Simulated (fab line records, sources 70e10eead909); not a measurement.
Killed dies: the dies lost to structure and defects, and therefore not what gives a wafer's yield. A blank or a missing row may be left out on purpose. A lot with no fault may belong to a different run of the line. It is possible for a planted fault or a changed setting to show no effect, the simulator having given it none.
The tool behind it: which one?	flow nand_harc	Sampling: 11 lots, 33 wafers, 3 of 1159 route steps

WHAT THE GAUGES SHOWED, per wafer
NHARC_P_BONDPAD_INSPECT_23.
lot	measured	on	raw_defect_count
L933	day 6 07:08	defect_inspect-01	316 269 337
L932	day 6 18:20	defect_inspect-01	188 430 196
L935	day 7 05:57	defect_inspect-01	375 462 325
L934	day 7 06:35	defect_inspect-01	404 599 427
L936	day 7 11:23	defect_inspect-02	322 261 251
L938	day 8 01:50	defect_inspect-02	271 408 195
L943	day 9 18:26	defect_inspect-02	330 250 229
L944	day 9 18:59	defect_inspect-02	266 288 304
L945	day 9 19:18	defect_inspect-01	126 230 336
L946	day 10 08:16	defect_inspect-02	199 300 168
L951	day 11 03:07	defect_inspect-01	326 356 384

WHAT TOOL EACH LOT RAN ON (gives the tool, then ch and the chambers of the sampled wafers, and finally the start)
lot	NHARC_P_BONDPAD_ETCH_37	NHARC_P_BONDPAD_DEGAS_25
L933	rie_diel-06 ch 0,1,2, day 6 04:35	pvd_sputter-01, day 6 05:26
L932	rie_diel-01 ch 0,1,3, day 6 15:44	pvd_sputter-01, day 6 16:43
L935	rie_diel-01 ch 2,3, day 7 03:24	pvd_sputter-02, day 7 04:20
L934	rie_diel-01 ch 0,1,3, day 7 04:04	pvd_sputter-03, day 7 04:57
L936	rie_diel-06 ch 0,2,3, day 7 08:35	pvd_sputter-02, day 7 09:27
L938	rie_diel-02 ch 0,3, day 7 23:06	pvd_sputter-03, day 8 00:04
L943	rie_diel-06 ch 0,1,2, day 9 15:59	pvd_sputter-02, day 9 16:49
L944	rie_diel-06 ch 1,2,3, day 9 16:29	pvd_sputter-02, day 9 17:23
L945	rie_diel-06 ch 0,1,3, day 9 16:50	pvd_sputter-03, day 9 17:41
L946	rie_diel-06 ch 0,1,2, day 10 05:44	pvd_sputter-03, day 10 06:38
L951	rie_diel-06 ch 0,2, day 11 00:35	pvd_sputter-02, day 11 01:29
- NHARC_P_BONDPAD_ETCH_37: etches the open film in N2/H2, target depth 60 nm, overetch 18 nm, time 65.91 s.
- NHARC_P_BONDPAD_DEGAS_25: time 60 s.

THE ANSWER, worked out from the rows above alone
Rule: the lots themselves supply what counts as usual. The widest of any qualifying gaps counts: lots, ordered by their means at a reading, are off when they make up no more than a third of the lots, leave a main group of 4 or more, and stand apart from it by 3 or more times the standard deviation of that group's means. If all means in a main group match to the digits the tables above print for the reading, that group is not used. Also off: a lot with no number at a reading for which 4 or more lots have one. Where the step has rows for the other lots, those lots are counted as sound.
Nothing can be told from this: no lot is off at any reading shown.

WHAT WAS PUT IN BY THE SIMULATOR
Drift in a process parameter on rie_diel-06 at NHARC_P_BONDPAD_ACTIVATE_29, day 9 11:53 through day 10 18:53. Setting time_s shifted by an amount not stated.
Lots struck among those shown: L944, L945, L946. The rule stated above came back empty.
